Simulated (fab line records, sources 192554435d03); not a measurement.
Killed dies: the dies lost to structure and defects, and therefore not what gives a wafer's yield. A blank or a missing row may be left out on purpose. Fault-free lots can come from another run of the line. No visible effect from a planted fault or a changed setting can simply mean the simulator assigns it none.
Matching of chambers | flow n5_finfet | N5_BEOL_M4_ALD_84 on ald_metal-03 has 4 sister chambers
The step deposits TaN, pulse time 2 s, purge time 3 s, co reactant purge time 2 s. 4 wafers are shown with their chamber, then 12 later ones without.

## EACH WAFER AND ITS CHAMBER
wafer  | chamber | heater_power_w (W)
L085.1 | 2       | 447
L084.2 | 3       | 447
L088.5 | 0       | 380
L088.6 | 1       | 394

## WAFERS WITH NO CHAMBER GIVEN
wafer  | heater_power_w (W)
L089.2 | 396
L089.4 | 388
L089.6 | 451
L091.1 | 397
L091.2 | 377
L091.4 | 436
L096.2 | 448
L096.3 | 387
L096.4 | 440
L097.1 | 396
L097.2 | 439
L097.4 | 397

## EACH ONE'S CHAMBER
wafer  | from the rows above     | in truth
L089.2 | 1                       | 1
L089.4 | can't be placed: 1 or 0 | 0
L089.6 | can't be placed: 2 or 3 | 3
L091.1 | 1                       | 1
L091.2 | 0                       | 0
L091.4 | can't be placed: 2 or 3 | 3
L096.2 | can't be placed: 2 or 3 | 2
L096.3 | can't be placed: 0 or 1 | 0
L096.4 | can't be placed: 2 or 3 | 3
L097.1 | 1                       | 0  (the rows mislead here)
L097.2 | can't be placed: 2 or 3 | 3
L097.4 | 1                       | 1
Correct placement for 4 of the 12. Cannot be placed on the basis of these rows: 7; the candidates contain the true chamber in 7. Placed wrongly: 1.
How it was worked out, from the rows above alone: a wafer's distance from a chamber is the root of the sum, over the readings, of the square of ((its reading less the chamber's mean) divided by the reading's scatter). The wafer belongs to the nearest chamber; if the next one is less than 2 further off, it can't be placed. A chamber's mean is the mean of its shown wafers. The scatter: root of mean squared gap, hidden wafer to nearest shown wafer, with one shown wafer a chamber.
